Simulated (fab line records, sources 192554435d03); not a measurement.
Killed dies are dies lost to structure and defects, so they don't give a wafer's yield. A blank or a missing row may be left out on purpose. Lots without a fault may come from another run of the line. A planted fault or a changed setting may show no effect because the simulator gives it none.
Chamber matching | flow n5_finfet | N5_MOL_CONTACT_COAG_ETCH_124 on rie_diel-01: 4 sister chambers
The step etches SiNx in CH3F/O2, stops on SiOC, target depth 6.5 nm. 20 wafers are shown with their chamber, then 10 later ones without.

WAFERS WITH THEIR CHAMBER
wafer  | chamber | showerhead_plenum_p_Torr (Torr) | drypump_motor_current_A (A) | oes_product_au (a.u.)
L075.2 | 0       | 2.01                            | 5.8                         | 0.66
L075.4 | 3       | 2.14                            | 6.1                         | 0.75
L075.5 | 1       | 2.07                            | 5.0                         | 0.61
L076.1 | 2       | 1.92                            | 4.8                         | 0.63
L076.3 | 1       | 2.07                            | 5.1                         | 0.61
L076.4 | 2       | 1.92                            | 4.8                         | 0.62
L077.1 | 3       | 2.14                            | 6.2                         | 0.75
L077.4 | 2       | 1.92                            | 4.8                         | 0.63
L077.6 | 3       | 2.14                            | 6.2                         | 0.75
L078.1 | 3       | 2.14                            | 6.2                         | 0.75
L078.3 | 1       | 2.07                            | 5.1                         | 0.61
L078.6 | 0       | 2.01                            | 5.8                         | 0.65
L082.1 | 0       | 2.00                            | 5.8                         | 0.65
L082.2 | 2       | 1.92                            | 4.8                         | 0.63
L082.6 | 1       | 2.07                            | 5.1                         | 0.60
L085.2 | 0       | 2.00                            | 5.8                         | 0.65
L085.3 | 1       | 2.07                            | 5.1                         | 0.60
L085.6 | 3       | 2.13                            | 6.2                         | 0.73
L088.1 | 0       | 2.00                            | 5.8                         | 0.64
L088.2 | 3       | 2.13                            | 6.1                         | 0.72

SIGNATURES (means of the wafers above)
reading                  | chamber 0 | chamber 1 | chamber 2 | chamber 3 | scatter within a chamber
showerhead_plenum_p_Torr | 2.0040    | 2.0700    | 1.9200    | 2.1367    | 0.00398
drypump_motor_current_A  | 5.800     | 5.080     | 4.800     | 6.167     | 0.0365
oes_product_au           | 0.6500    | 0.6060    | 0.6275    | 0.7417    | 0.00894
Rule: a wafer's distance from a chamber is the root of the sum, over the readings, of the square of ((its reading less the chamber's mean) divided by the reading's scatter). The wafer belongs to the nearest chamber; if the next one is less than 2 further off, it can't be placed. The scatter: the root of (the sum of the squares of (reading less its chamber's mean) over the shown wafers, divided by (wafers less chambers)).

WAFERS WITHOUT THEIR CHAMBER
wafer  | showerhead_plenum_p_Torr (Torr) | drypump_motor_current_A (A) | oes_product_au (a.u.)
L088.5 | 2.00                            | 5.8                         | 0.65
L090.1 | 2.00                            | 5.8                         | 0.64
L090.3 | 2.06                            | 5.1                         | 0.59
L090.5 | 2.06                            | 5.1                         | 0.59
L094.2 | 2.06                            | 5.1                         | 0.59
L094.5 | 1.91                            | 4.8                         | 0.61
L094.6 | 2.06                            | 5.0                         | 0.58
L096.1 | 1.99                            | 5.8                         | 0.63
L096.2 | 1.90                            | 4.8                         | 0.61
L096.3 | 2.13                            | 6.1                         | 0.70

WHICH CHAMBER EACH WENT THROUGH
wafer  | from the rows above | in truth
L088.5 | 0                   | 0
L090.1 | 0                   | 0
L090.3 | 1                   | 1
L090.5 | 1                   | 1
L094.2 | 1                   | 1
L094.5 | 2                   | 2
L094.6 | 1                   | 1
L096.1 | 0                   | 0
L096.2 | 2                   | 2
L096.3 | 3                   | 3
Placed correctly: 10 of 10. Can't be placed from these rows: 0. Placed wrongly: 0.
